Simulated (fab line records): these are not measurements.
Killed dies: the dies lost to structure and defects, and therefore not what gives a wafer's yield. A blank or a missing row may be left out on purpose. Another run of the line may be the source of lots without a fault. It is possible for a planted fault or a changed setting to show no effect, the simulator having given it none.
fab line records || flow nand_harc
record: {"lots": 6, "wafers": 18, "last_day": 34}
route steps=1302 shown P_ZERO_WELL@35 END@1302
lots untouched by any fault: they come from a run of this same line in which no faults occurred
start_h: hours from the record's opening day to when the first of the lot's shown wafers began || wait_h: how many hours have passed since the lot's step before this one || " same as the row above || L1.1+2: a single row standing in for several wafers || - no value present, or no start provided || * or withheld: withheld || < > ~ a bound
route shown NAME@n: NAME is a module with steps in the file, n the number in the route of the first one || usual: the fault-free wafers' mean and standard deviation || same: alike in all rows || chamber/n: place in a boat || sites: the reading at each site || _std_site: the standard deviation of these || _edge_site: mean of outer sites minus mean of inner sites || radius_mm: for every site, how far away it sits from the centre of the wafer || mask NAME#n: copy n || behind: the tool/chamber that last shaped the wafer || hold: why the lot was held/for how many hours/how that ended || device: whichever transistor did not switch (one of n, p or np) || end of line: at the end of the route, the tests of the same wafers || a step given without rows: its recipe and nothing more || killed: the dies lost at the first sort to structure and to defects; this is not the yield of the wafer || map: dies across one wafer; x = killed, . = not, _ = none there
set.NAME: the run value of the setting; set.NAME@STEP: its run value at that earlier step || model.NAME: the simulator's own value behind a step, which no gauge read
lots at selected steps of the route; one table per step, one row per wafer
services: the hour from which a tool's chamber was out of use, counted from the record's first day as start_h (under 0 if before that day), plus the number of hours and why
== steps ==
step: NHARC_P_ZERO_WELL_STRIP_28
recipe: {"time_s": 840, "temp_c": 130, "chemistry": "SPM"}
step: NHARC_P_ZERO_WELL_DEHYDRATE_29
recipe: {"temp_c": 150, "time_s": 120}
step: NHARC_P_ZERO_WELL_HMDS_30
recipe: {"time_s": 30}
step: NHARC_P_ZERO_WELL_COAT_31
recipe: {"spin_rpm": "withheld"}
step: NHARC_P_ZERO_WELL_SOFTBAKE_32
recipe: {"temp_c": 122, "time_s": 95}
step: NHARC_P_ZERO_WELL_EBR_33
step: NHARC_P_ZERO_WELL_EXPOSE_34
recipe: {"na": 0.6, "target_cd_nm": 720, "dose_mj": 22.31, "mask_id": "P_PWELL"}
step: NHARC_P_ZERO_WELL_PEB_35
recipe: {"peb_temp_c": 118, "peb_time_s": 85}
step: NHARC_P_ZERO_WELL_DEVELOP_36
recipe: {"time_s": 70}
step: NHARC_P_ZERO_WELL_CD_MEAS_37
recipe: {"target_cd_nm": 720, "landing_energy_ev": 500}
usual: {"cd_nm": "719.3/1.6"}
{"lot.wafer": "L954.2", "tool": "cd_sem-02", "chamber": 0, "start_h": 54.14, "wait_h": "-", "cd_nm": 718.6}
{"lot.wafer": "L954.3", "tool": "cd_sem-02", "chamber": 0, "start_h": 54.14, "wait_h": "-", "cd_nm": 717.6}
{"lot.wafer": "L954.6", "tool": "cd_sem-02", "chamber": 0, "start_h": 54.14, "wait_h": "-", "cd_nm": 718.5}
{"lot.wafer": "L959.1", "tool": "cd_sem-03", "chamber": 0, "start_h": 104.26, "wait_h": "-", "cd_nm": 717.7}
{"lot.wafer": "L959.2", "tool": "cd_sem-03", "chamber": 0, "start_h": 104.26, "wait_h": "-", "cd_nm": 718.9}
{"lot.wafer": "L959.3", "tool": "cd_sem-03", "chamber": 0, "start_h": 104.26, "wait_h": "-", "cd_nm": 716.8}
{"lot.wafer": "L968.1", "tool": "cd_sem-02", "chamber": 0, "start_h": 194.15, "wait_h": "-", "cd_nm": 719.3}
{"lot.wafer": "L968.3", "tool": "cd_sem-02", "chamber": 0, "start_h": 194.15, "wait_h": "-", "cd_nm": 719.5}
{"lot.wafer": "L968.6", "tool": "cd_sem-02", "chamber": 0, "start_h": 194.15, "wait_h": "-", "cd_nm": 720.6}
{"lot.wafer": "L969.3", "tool": "cd_sem-02", "chamber": 0, "start_h": 204.85, "wait_h": "-", "cd_nm": 719.7}
{"lot.wafer": "L969.5", "tool": "cd_sem-02", "chamber": 0, "start_h": 204.85, "wait_h": "-", "cd_nm": 719.2}
{"lot.wafer": "L969.6", "tool": "cd_sem-02", "chamber": 0, "start_h": 204.85, "wait_h": "-", "cd_nm": 721.7}
{"lot.wafer": "L970.1", "tool": "cd_sem-02", "chamber": 0, "start_h": 216.77, "wait_h": "-", "cd_nm": 718.4}
{"lot.wafer": "L970.2", "tool": "cd_sem-02", "chamber": 0, "start_h": 216.77, "wait_h": "-", "cd_nm": 721.1}
{"lot.wafer": "L970.6", "tool": "cd_sem-02", "chamber": 0, "start_h": 216.77, "wait_h": "-", "cd_nm": 723.8}
{"lot.wafer": "L974.1", "tool": "cd_sem-02", "chamber": 0, "start_h": 255.06, "wait_h": "-", "cd_nm": 720.1}
{"lot.wafer": "L974.3", "tool": "cd_sem-02", "chamber": 0, "start_h": 255.06, "wait_h": "-", "cd_nm": 716.6}
{"lot.wafer": "L974.5", "tool": "cd_sem-02", "chamber": 0, "start_h": 255.06, "wait_h": "-", "cd_nm": 719.0}
step: NHARC_P_ZERO_WELL_HARDBAKE_38
recipe: {"temp_c": 125, "time_s": 80}
step: NHARC_P_ZERO_WELL_DESCUM_39
recipe: {"time_s": 3, "o2_flow_sccm": 200, "ar_flow_sccm": 0, "bias_power_w": 0, "chemistry": "O2"}
usual: {"drypump_motor_current_A": "5.7/0.48", "oes_product_au": "1.002/0.017", "rf_vpp_V": "57.8/0.94", "showerhead_plenum_p_Torr": "1.92/0.096", "throttle_valve_pct": "11.312/0.0099"}
{"lot.wafer": "L954.3", "tool": "rie_diel-12", "chamber": 2, "start_h": 56.07, "wait_h": "-", "drypump_motor_current_A": 5.6, "oes_product_au": 1.017, "rf_hours_counter_h": 42, "rf_vpp_V": 57.5, "showerhead_plenum_p_Torr": 1.99, "throttle_valve_pct": 11.317}
{"lot.wafer": "L954.2", "tool": "rie_diel-12", "chamber": 0, "start_h": 56.07, "wait_h": "-", "drypump_motor_current_A": 6.1, "oes_product_au": 1.012, "rf_hours_counter_h": 34, "rf_vpp_V": 58.2, "showerhead_plenum_p_Torr": 2.06, "throttle_valve_pct": 11.312}
{"lot.wafer": "L954.6", "tool": "rie_diel-12", "chamber": 2, "start_h": 56.07, "wait_h": "-", "drypump_motor_current_A": 5.6, "oes_product_au": 1.011, "rf_hours_counter_h": "-", "rf_vpp_V": 58.1, "showerhead_plenum_p_Torr": 1.99, "throttle_valve_pct": 11.318}
{"lot.wafer": "L959.2", "tool": "rie_diel-12", "chamber": 3, "start_h": 104.42, "wait_h": "-", "drypump_motor_current_A": 5.1, "oes_product_au": 1.017, "rf_hours_counter_h": 0, "rf_vpp_V": 58.0, "showerhead_plenum_p_Torr": 1.84, "throttle_valve_pct": 11.314}
{"lot.wafer": "L959.3", "tool": "rie_diel-12", "chamber": 0, "start_h": 104.42, "wait_h": "-", "drypump_motor_current_A": 6.1, "oes_product_au": 0.997, "rf_hours_counter_h": 1, "rf_vpp_V": 59.2, "showerhead_plenum_p_Torr": 2.06, "throttle_valve_pct": 11.312}
{"lot.wafer": "L959.1", "tool": "rie_diel-12", "chamber": 2, "start_h": 104.42, "wait_h": "-", "drypump_motor_current_A": 5.6, "oes_product_au": 1.000, "rf_hours_counter_h": 0, "rf_vpp_V": 58.8, "showerhead_plenum_p_Torr": 1.99, "throttle_valve_pct": 11.323}
{"lot.wafer": "L968.1", "tool": "rie_diel-12", "chamber": 2, "start_h": 195.96, "wait_h": "-", "drypump_motor_current_A": 5.7, "oes_product_au": 0.991, "rf_hours_counter_h": 31, "rf_vpp_V": 57.1, "showerhead_plenum_p_Torr": 1.98, "throttle_valve_pct": 11.319}
{"lot.wafer": "L968.3", "tool": "rie_diel-12", "chamber": 0, "start_h": 195.96, "wait_h": "-", "drypump_motor_current_A": 6.0, "oes_product_au": 0.987, "rf_hours_counter_h": 32, "rf_vpp_V": 58.7, "showerhead_plenum_p_Torr": 2.05, "throttle_valve_pct": 11.312}
{"lot.wafer": "L968.6", "tool": "rie_diel-12", "chamber": 1, "start_h": 195.96, "wait_h": "-", "drypump_motor_current_A": 5.2, "oes_product_au": 1.023, "rf_hours_counter_h": "-", "rf_vpp_V": 56.3, "showerhead_plenum_p_Torr": 1.77, "throttle_valve_pct": 11.320}
{"lot.wafer": "L969.3", "tool": "rie_diel-12", "chamber": 3, "start_h": 205.02, "wait_h": "-", "drypump_motor_current_A": 5.1, "oes_product_au": 1.019, "rf_hours_counter_h": 38, "rf_vpp_V": 58.5, "showerhead_plenum_p_Torr": 1.83, "throttle_valve_pct": 11.304}
{"lot.wafer": "L969.6", "tool": "rie_diel-12", "chamber": 2, "start_h": 205.02, "wait_h": "-", "drypump_motor_current_A": 5.6, "oes_product_au": 0.999, "rf_hours_counter_h": "-", "rf_vpp_V": 57.6, "showerhead_plenum_p_Torr": 1.97, "throttle_valve_pct": 11.321}
{"lot.wafer": "L969.5", "tool": "rie_diel-12", "chamber": 3, "start_h": 205.02, "wait_h": "-", "drypump_motor_current_A": 5.1, "oes_product_au": 1.004, "rf_hours_counter_h": "-", "rf_vpp_V": 57.3, "showerhead_plenum_p_Torr": 1.83, "throttle_valve_pct": 11.311}
{"lot.wafer": "L970.2", "tool": "rie_diel-05", "chamber": 0, "start_h": 216.94, "wait_h": "-", "drypump_motor_current_A": 5.4, "oes_product_au": 1.014, "rf_hours_counter_h": 48, "rf_vpp_V": 57.3, "showerhead_plenum_p_Torr": 1.97, "throttle_valve_pct": 11.331}
{"lot.wafer": "L970.1", "tool": "rie_diel-05", "chamber": 1, "start_h": 216.94, "wait_h": "-", "drypump_motor_current_A": 5.2, "oes_product_au": 1.017, "rf_hours_counter_h": 52, "rf_vpp_V": 58.3, "showerhead_plenum_p_Torr": 1.85, "throttle_valve_pct": 11.295}
{"lot.wafer": "L970.6", "tool": "rie_diel-05", "chamber": 0, "start_h": 216.94, "wait_h": "-", "drypump_motor_current_A": 5.4, "oes_product_au": 1.016, "rf_hours_counter_h": "-", "rf_vpp_V": 57.3, "showerhead_plenum_p_Torr": 1.97, "throttle_valve_pct": 11.306}
{"lot.wafer": "L974.3", "tool": "rie_diel-05", "chamber": 3, "start_h": 255.24, "wait_h": "-", "drypump_motor_current_A": 5.2, "oes_product_au": 1.010, "rf_hours_counter_h": 9, "rf_vpp_V": 57.5, "showerhead_plenum_p_Torr": 1.85, "throttle_valve_pct": 11.301}
{"lot.wafer": "L974.1", "tool": "rie_diel-05", "chamber": 0, "start_h": 255.24, "wait_h": "-", "drypump_motor_current_A": 5.4, "oes_product_au": 0.996, "rf_hours_counter_h": 9, "rf_vpp_V": 58.3, "showerhead_plenum_p_Torr": 1.96, "throttle_valve_pct": 11.324}
{"lot.wafer": "L974.5", "tool": "rie_diel-05", "chamber": 3, "start_h": 255.24, "wait_h": "-", "drypump_motor_current_A": 5.2, "oes_product_au": 0.996, "rf_hours_counter_h": "-", "rf_vpp_V": 57.5, "showerhead_plenum_p_Torr": 1.85, "throttle_valve_pct": 11.302}
step: NHARC_P_ZERO_WELL_IMPLANT_40
recipe: {"energy_kev": 300, "dose_cm2": 1e+13, "tilt_deg": 7}
usual: {"dose_ions_cm2": "9.999e+12/1e+10", "faraday_current_uA": "126.6/2.2"}
{"lot.wafer": "L954.2", "tool": "implanter-01", "chamber": 0, "start_h": 56.25, "wait_h": 0.1, "dose_ions_cm2": 1.0005e+13, "faraday_current_uA": 129.7}
{"lot.wafer": "L954.3", "tool": "implanter-01", "chamber": 0, "start_h": 56.25, "wait_h": 0.1, "dose_ions_cm2": 9.994e+12, "faraday_current_uA": 124.7}
{"lot.wafer": "L954.6", "tool": "implanter-01", "chamber": 0, "start_h": 56.25, "wait_h": 0.1, "dose_ions_cm2": 1.0003e+13, "faraday_current_uA": 122.4}
{"lot.wafer": "L959.1", "tool": "implanter-02", "chamber": 0, "start_h": 104.57, "wait_h": 0.1, "dose_ions_cm2": 1.0011e+13, "faraday_current_uA": 125.9}
{"lot.wafer": "L959.2", "tool": "implanter-02", "chamber": 0, "start_h": 104.57, "wait_h": 0.1, "dose_ions_cm2": 1.0024e+13, "faraday_current_uA": 127.3}
{"lot.wafer": "L959.3", "tool": "implanter-02", "chamber": 0, "start_h": 104.57, "wait_h": 0.1, "dose_ions_cm2": 1.0009e+13, "faraday_current_uA": 123.1}
{"lot.wafer": "L968.1", "tool": "implanter-01", "chamber": 0, "start_h": 196.10, "wait_h": 0.1, "dose_ions_cm2": 9.993e+12, "faraday_current_uA": 127.0}
{"lot.wafer": "L968.3", "tool": "implanter-01", "chamber": 0, "start_h": 196.10, "wait_h": 0.1, "dose_ions_cm2": 9.989e+12, "faraday_current_uA": 127.2}
{"lot.wafer": "L968.6", "tool": "implanter-01", "chamber": 0, "start_h": 196.10, "wait_h": 0.1, "dose_ions_cm2": 1.0021e+13, "faraday_current_uA": 125.3}
{"lot.wafer": "L969.3", "tool": "implanter-02", "chamber": 0, "start_h": 205.21, "wait_h": 0.2, "dose_ions_cm2": 7.141e+12, "faraday_current_uA": 89.2}
{"lot.wafer": "L969.5", "tool": "implanter-02", "chamber": 0, "start_h": 205.21, "wait_h": 0.2, "dose_ions_cm2": 7.135e+12, "faraday_current_uA": 92.1}
{"lot.wafer": "L969.6", "tool": "implanter-02", "chamber": 0, "start_h": 205.21, "wait_h": 0.2, "dose_ions_cm2": 7.14e+12, "faraday_current_uA": 90.7}
{"lot.wafer": "L970.1", "tool": "implanter-02", "chamber": 0, "start_h": 217.07, "wait_h": 0.1, "dose_ions_cm2": 7.151e+12, "faraday_current_uA": 91.8}
{"lot.wafer": "L970.2", "tool": "implanter-02", "chamber": 0, "start_h": 217.07, "wait_h": 0.1, "dose_ions_cm2": 7.134e+12, "faraday_current_uA": 93.8}
{"lot.wafer": "L970.6", "tool": "implanter-02", "chamber": 0, "start_h": 217.07, "wait_h": 0.1, "dose_ions_cm2": 7.146e+12, "faraday_current_uA": 91.4}
{"lot.wafer": "L974.1", "tool": "implanter-01", "chamber": 0, "start_h": 255.37, "wait_h": 0.1, "dose_ions_cm2": 1.0007e+13, "faraday_current_uA": 123.6}
{"lot.wafer": "L974.3", "tool": "implanter-01", "chamber": 0, "start_h": 255.37, "wait_h": 0.1, "dose_ions_cm2": 9.999e+12, "faraday_current_uA": 124.6}
{"lot.wafer": "L974.5", "tool": "implanter-01", "chamber": 0, "start_h": 255.37, "wait_h": 0.1, "dose_ions_cm2": 1.0016e+13, "faraday_current_uA": 127.5}
step: NHARC_P_ZERO_WELL_IMPLANT_59
recipe: {"energy_kev": 120, "dose_cm2": 5e+12, "tilt_deg": 7}
step: NHARC_END_SORT_01
recipe: {"temp_c": 25}
usual: {"killed_at_array": "59/16", "killed_at_other": "0.7/1.1", "killed_at_periphery": "4/3", "killed_dies": "64/16", "killed_open": "3.4/1.8", "killed_short": "2.6/1.7"}
same: {"gross_dies": 677}
{"lot.wafer": "L954.2", "tool": "prober-01", "chamber": 0, "start_h": 595.55, "wait_h": 2.8, "killed_at_array": 66, "killed_at_other": 1, "killed_at_periphery": 1, "killed_dies": 68, "killed_open": 3, "killed_short": 3}
{"lot.wafer": "L954.3", "tool": "prober-01", "chamber": 0, "start_h": 596.35, "wait_h": 3.1, "killed_at_array": 75, "killed_at_other": 0, "killed_at_periphery": 2, "killed_dies": 77, "killed_open": 3, "killed_short": 4}
{"lot.wafer": "L954.6", "tool": "prober-01", "chamber": 0, "start_h": 598.78, "wait_h": 4.0, "killed_at_array": 62, "killed_at_other": 0, "killed_at_periphery": 1, "killed_dies": 63, "killed_open": 2, "killed_short": 1}
{"lot.wafer": "L959.1", "tool": "prober-02", "chamber": 0, "start_h": 639.04, "wait_h": 2.5, "killed_at_array": 38, "killed_at_other": 0, "killed_at_periphery": 11, "killed_dies": 49, "killed_open": 5, "killed_short": 2}
{"lot.wafer": "L959.2", "tool": "prober-02", "chamber": 0, "start_h": 639.84, "wait_h": 2.8, "killed_at_array": 32, "killed_at_other": 1, "killed_at_periphery": 9, "killed_dies": 42, "killed_open": 5, "killed_short": 4}
{"lot.wafer": "L959.3", "tool": "prober-02", "chamber": 0, "start_h": 640.64, "wait_h": 3.1, "killed_at_array": 35, "killed_at_other": 1, "killed_at_periphery": 7, "killed_dies": 43, "killed_open": 4, "killed_short": 1}
killed by level:class
L954.2 A_CHANNEL_HOLE_D1:chamber_film_flake=31 A_SLIT:chamber_film_flake=10 A_CHANNEL_HOLE_D2:chamber_film_flake=5 A_CHANNEL_FILL_D2:chamber_film_flake=5 A_STAIRCASE:chamber_film_flake=4 A_CHANNEL_FILL_D1:geometric_particle:short=2 A_CONTACT:chamber_film_flake=2 P_CONTACT:geometric_particle:open=1
L954.3 A_CHANNEL_HOLE_D1:chamber_film_flake=33 A_SLIT:chamber_film_flake=21 A_CHANNEL_HOLE_D2:chamber_film_flake=7 A_CHANNEL_FILL_D2:chamber_film_flake=3 P_CONTACT:geometric_particle:short=2 A_STAIRCASE:chamber_film_flake=2 A_CONTACT:chamber_film_flake=2 A_ONON_D1:geometric_particle:short=1
L954.6 A_CHANNEL_HOLE_D1:chamber_film_flake=33 A_SLIT:chamber_film_flake=17 A_CHANNEL_HOLE_D2:chamber_film_flake=5 A_DECK1_JOINT:geometric_particle:open=2 A_CONTACT:chamber_film_flake=2 A_WL_FILL:geometric_particle:short=1 P_GATE:chamber_film_flake=1 A_STAIRCASE:chamber_film_flake=1
L959.1 A_CHANNEL_HOLE_D2:chamber_film_flake=13 A_CONTACT:chamber_film_flake=9 P_GATE:chamber_film_flake=6 A_CHANNEL_HOLE_D1:chamber_film_flake=5 P_STI:chamber_film_flake=2 A_DECK1_JOINT:chamber_film_flake=2 A_STAIRCASE:chamber_film_flake=2 P_CONTACT:geometric_particle:open=1
L959.2 A_CHANNEL_HOLE_D2:chamber_film_flake=9 A_CONTACT:chamber_film_flake=9 P_GATE:chamber_film_flake=4 A_CHANNEL_HOLE_D1:chamber_film_flake=4 P_M0:geometric_particle:open=3 A_STAIRCASE:chamber_film_flake=3 A_SLIT:chamber_film_flake=2 A_SOURCE_PLATE:geometric_particle:short=1
L959.3 A_CHANNEL_HOLE_D2:chamber_film_flake=18 A_CHANNEL_HOLE_D1:chamber_film_flake=4 P_ZERO_WELL:chamber_film_flake=3 P_GATE:chamber_film_flake=3 A_CHANNEL_HOLE_D1:geometric_particle:open=2 A_ZERO_WELL:chamber_film_flake=2 A_STAIRCASE:chamber_film_flake=2 A_CONTACT:chamber_film_flake=2
== services ==
{"tool": "rie_diel-05", "chamber": "-", "start_h": 33.89, "hours": 0.3, "kind": "repair"}
{"tool": "rie_diel-12", "chamber": 0, "start_h": 46.02, "hours": "-", "kind": "clean"}
{"tool": "rie_diel-12", "chamber": 1, "start_h": 46.02, "hours": "-", "kind": "clean"}
{"tool": "rie_diel-12", "chamber": 2, "start_h": 46.02, "hours": "-", "kind": "clean"}
{"tool": "rie_diel-12", "chamber": 3, "start_h": 46.02, "hours": "-", "kind": "clean"}
{"tool": "rie_diel-05", "chamber": "-", "start_h": 52.60, "hours": 9.0, "kind": "pm"}
{"tool": "rie_diel-12", "chamber": 0, "start_h": 57.83, "hours": 2.0, "kind": "repair"}
{"tool": "rie_diel-12", "chamber": 0, "start_h": 73.21, "hours": "-", "kind": "clean"}
{"tool": "rie_diel-12", "chamber": 1, "start_h": 73.21, "hours": "-", "kind": "clean"}
{"tool": "rie_diel-12", "chamber": 2, "start_h": 73.21, "hours": "-", "kind": "clean"}
{"tool": "rie_diel-12", "chamber": 3, "start_h": 73.21, "hours": "-", "kind": "clean"}
{"tool": "implanter-02", "chamber": "-", "start_h": 77.21, "hours": 2.6, "kind": "repair"}
{"tool": "rie_diel-12", "chamber": "-", "start_h": 92.93, "hours": 9.0, "kind": "pm"}
{"tool": "rie_diel-12", "chamber": 0, "start_h": 92.93, "hours": 9.0, "kind": "vent_cycle"}
{"tool": "rie_diel-05", "chamber": 0, "start_h": 101.58, "hours": 3.2, "kind": "repair"}
{"tool": "implanter-02", "chamber": "-", "start_h": 125.10, "hours": 2.1, "kind": "repair"}
{"tool": "implanter-02", "chamber": "-", "start_h": 146.00, "hours": 13.0, "kind": "pm"}
{"tool": "rie_diel-12", "chamber": 2, "start_h": 147.36, "hours": 13.4, "kind": "repair"}
{"tool": "implanter-02", "chamber": "-", "start_h": 159.96, "hours": 4.1, "kind": "repair"}
{"tool": "implanter-02", "chamber": "-", "start_h": 165.08, "hours": 2.8, "kind": "repair"}
{"tool": "rie_diel-12", "chamber": 2, "start_h": 178.74, "hours": 2.1, "kind": "repair"}
{"tool": "rie_diel-05", "chamber": 0, "start_h": 199.76, "hours": 1.3, "kind": "repair"}
{"tool": "implanter-01", "chamber": "-", "start_h": 209.55, "hours": 6.4, "kind": "repair"}
{"tool": "rie_diel-05", "chamber": "-", "start_h": 229.60, "hours": 9.0, "kind": "pm"}
== key ==
first_sign: {"step": "NHARC_P_ZERO_WELL_IMPLANT_40", "reading": "dose_ions_cm2", "direction": "down", "sigmas": "99+", "usual": 9.999e+12, "struck": 7.141e+12}
effect: {"step": "NHARC_P_ZERO_WELL_IMPLANT_40", "reading": "faraday_current_uA", "direction": "down", "sigmas": 16, "usual": 126.6, "struck": 91.5}
met_at NHARC_P_ZERO_WELL_IMPLANT_40
struck_wafers L969.3,L969.5,L969.6,L970.1,L970.2,L970.6
tester_left_out L969,L970
onset_between 104.57 205.21
fault: {"kind": "process_parameter_drift", "tool": "implanter-02", "chamber": "-", "onset_h": 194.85, "steps": "NHARC_P_ZERO_WELL_IMPLANT_40", "channel": "dose_cm2", "offset": -2.8542e+12, "shape": "step", "end_h": 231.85, "acts_in": "these_recipes_only", "stated": 1e+13}
tester_left_out: of these lots the tester's yield and bins aren't shown, on N5 and GAA mostly nor the transistor test; their killed dies are dies lost to structure and defects alone, not to doping, threshold or leakage, so they don't give the yield
